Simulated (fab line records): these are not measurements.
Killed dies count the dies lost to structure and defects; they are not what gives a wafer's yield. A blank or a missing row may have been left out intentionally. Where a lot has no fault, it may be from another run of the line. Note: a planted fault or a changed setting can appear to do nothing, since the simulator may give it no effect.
Chamber matching | flow nand harc | NHARC_A_BONDPAD_DESCUM_11 on rie diel-10: 3 sister chambers
The step chemistry O2, time 3 s. 14 wafers are shown with their chamber, then 5 later ones without.

== WAFERS PAIRED WITH THEIR CHAMBERS ==
wafer  | chamber | drypump motor current A (A) | oes product au (a.u.) | rf vpp V (V)
L882.2 | 0       | 5.9                         | 1.017                 | 57.8
L882.3 | 3       | 6.2                         | 0.995                 | 58.7
L882.5 | 3       | 6.2                         | 0.995                 | 59.0
L890.1 | 3       | 6.2                         | 0.995                 | 58.3
L890.5 | 0       | 5.9                         | 1.012                 | 57.9
L890.6 | 3       | 6.2                         | 0.985                 | 57.7
L885.1 | 2       | 5.4                         | 1.006                 | 57.1
L885.5 | 2       | 5.4                         | 1.010                 | 58.4
L885.6 | 3       | 6.3                         | 0.998                 | 58.7
L892.2 | 3       | 6.3                         | 1.005                 | 59.0
L892.3 | 2       | 5.4                         | 1.016                 | 57.5
L892.6 | 2       | 5.4                         | 1.013                 | 57.6
L899.1 | 3       | 6.3                         | 0.993                 | 57.1
L899.5 | 2       | 5.4                         | 0.999                 | 58.3

SIGNATURES (means of the wafers above)
reading                 | chamber 0 | chamber 2 | chamber 3 | scatter within a chamber
drypump motor current A | 5.900     | 5.400     | 6.243     | 0.0395
oes product au          | 1.01450   | 1.00880   | 0.99514   | 0.00603
rf vpp V                | 57.850    | 57.780    | 58.357    | 0.626
Rule: for each reading, subtract the chamber's mean from the wafer's reading, divide by that reading's scatter and square the result; add these up over the readings and take the root, which gives the wafer's distance from the chamber. If the next closest chamber is less than 2 further off than the closest, the wafer can't be placed; otherwise it belongs to the closest. The scatter is the square root of a quotient: the sum, over the shown wafers, of each reading's squared deviation from its chamber's mean, divided by wafers minus chambers.

== WAFERS WHOSE CHAMBER IS MISSING ==
wafer  | drypump motor current A (A) | oes product au (a.u.) | rf vpp V (V)
L899.6 | 6.2                         | 0.994                 | 58.8
L900.5 | 5.9                         | 1.026                 | 57.9
L901.2 | 6.3                         | 0.997                 | 59.1
L901.5 | 5.9                         | 1.021                 | 57.9
L901.6 | 6.2                         | 0.994                 | 57.6

== THE CHAMBER EACH PASSED THROUGH ==
wafer  | from the rows above | in truth
L899.6 | 3                   | 3
L900.5 | 0                   | 0
L901.2 | 3                   | 3
L901.5 | 0                   | 0
L901.6 | 3                   | 3
Placed correctly: 5 of 5. Can't be placed from these rows: 0. Wrongly placed: 0.
